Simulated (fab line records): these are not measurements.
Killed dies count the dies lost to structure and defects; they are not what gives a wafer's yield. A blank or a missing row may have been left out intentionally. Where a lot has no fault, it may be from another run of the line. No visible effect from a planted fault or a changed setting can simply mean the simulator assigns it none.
Struck lot and sound lot, side by side ; flow n5_finfet ; 19 steps out of a route of 1938
Sound: the wafers L312.1, L312.2, L312.6. The struck wafers were L303.3, L303.4, L303.6. Last of all comes the cause.
At each step with rows: each side's tool, then ch and its chambers, then its first start. Under that, the readings that differ: sound wafers ; struck wafers ; difference of the means ; sigmas: that difference in standard deviations of wafers without a fault.
alike: words and numbers the same on both sides, and readings whose means are apart by under 2 such deviations; not compared: readings that were withheld, readings missing a value for some wafer, numbers with overlapping values and no deviation given by the record, and bounds like >300 which may hide the same value.
Wherever a step has rows on one side only, a row that says differs or no value, or a row with sigmas, the two part there. Numbers that don't overlap but have no deviation are shown without sigmas and don't part them. A reading that every wafer of one side lacks parts them only if that side has two wafers or more.

first, 9 steps without rows for these wafers: N5_BEOL_M13_DESCUM_15 (chemistry O2, time 7.9 s); N5_BEOL_M13_ETCH_59 (etches BARC in N2/H2, target depth 89 nm, overetch 26.7 nm, time 67.9 s); N5_BEOL_M13_VIA_ETCH_16 (etches SiOC in C4F8/O2/Ar, target depth 921.7 nm); N5_BEOL_M13_STRIP_63 (strips in N2/H2); N5_BEOL_M13_STRIP_64 (strips in N2/H2); N5_BEOL_M13_STRIP_71 (strips in post etch residue remover, time 60 s); N5_BEOL_M13_SRD_72 (time 30 s, dry time 30 s); N5_BEOL_M13_COAT_65 (time 60 s, resist thk 350 nm); N5_BEOL_M13_COAT_66 (time 60 s, resist thk 110 nm).
N5_BEOL_M13_COAT_22: resist thk 300 nm.
  sound on litho_track-02 ch 0, day 16 23:13; struck on litho_track-04 ch 0, day 15 00:38
reading;sound;struck;difference;sigmas
spin_speed_rpm (rpm);2892.4 2891.4 2890.9;2997.9 2999.3 3000.0;+107.5;+45
model.coat_of_BEOL_M13_COAT_22.thk_nm (nm);300.4 299.8 300.8;295.6 295.2 294.4;-5.3;
  alike: exhaust_pa
then, 7 steps without rows for these wafers: N5_BEOL_M13_EBR_24; N5_BEOL_M13_SOFTBAKE_23 (time 60 s); N5_BEOL_M13_EXPOSE_25 (exposes mask M13, target cd 210 nm); N5_BEOL_M13_PEB_26 (peb time 90 s); N5_BEOL_M13_DEVELOP_27 (develop time 45 s); N5_BEOL_M13_HARDBAKE_32 (time 120 s); N5_BEOL_M13_DESCUM_33 (chemistry O2, time 7.9 s).
N5_BEOL_M13_ETCH_67: etches SiARC in CF4, target depth 143 nm, time 238.3 s.
  sound on rie_diel-05 ch 0,3, day 17 00:08; struck on rie_diel-03 ch 1,3, day 15 01:03
reading;sound;struck;difference;sigmas
model.coat_of_BEOL_M13_COAT_22.thk_nm (nm);211.8 211.2 212.2;206.8 206.2 205.6;-5.5;
  alike: drypump_motor_current_A, etch_rf_on_time_s, oes_product_au, rf_vpp_V, showerhead_plenum_p_Torr, throttle_valve_pct
  not compared: rf_hours_counter_h
then, 1 step without rows for these wafers: N5_BEOL_M13_ETCH_68 (etches SOC in N2/H2, time 355 s).

## WHERE THEY PART
Only at N5_BEOL_M13_COAT_22, within this record. Later steps at which nothing parts them and some readings are alike: N5_BEOL_M13_ETCH_67.

WHY: the cause the simulator had injected
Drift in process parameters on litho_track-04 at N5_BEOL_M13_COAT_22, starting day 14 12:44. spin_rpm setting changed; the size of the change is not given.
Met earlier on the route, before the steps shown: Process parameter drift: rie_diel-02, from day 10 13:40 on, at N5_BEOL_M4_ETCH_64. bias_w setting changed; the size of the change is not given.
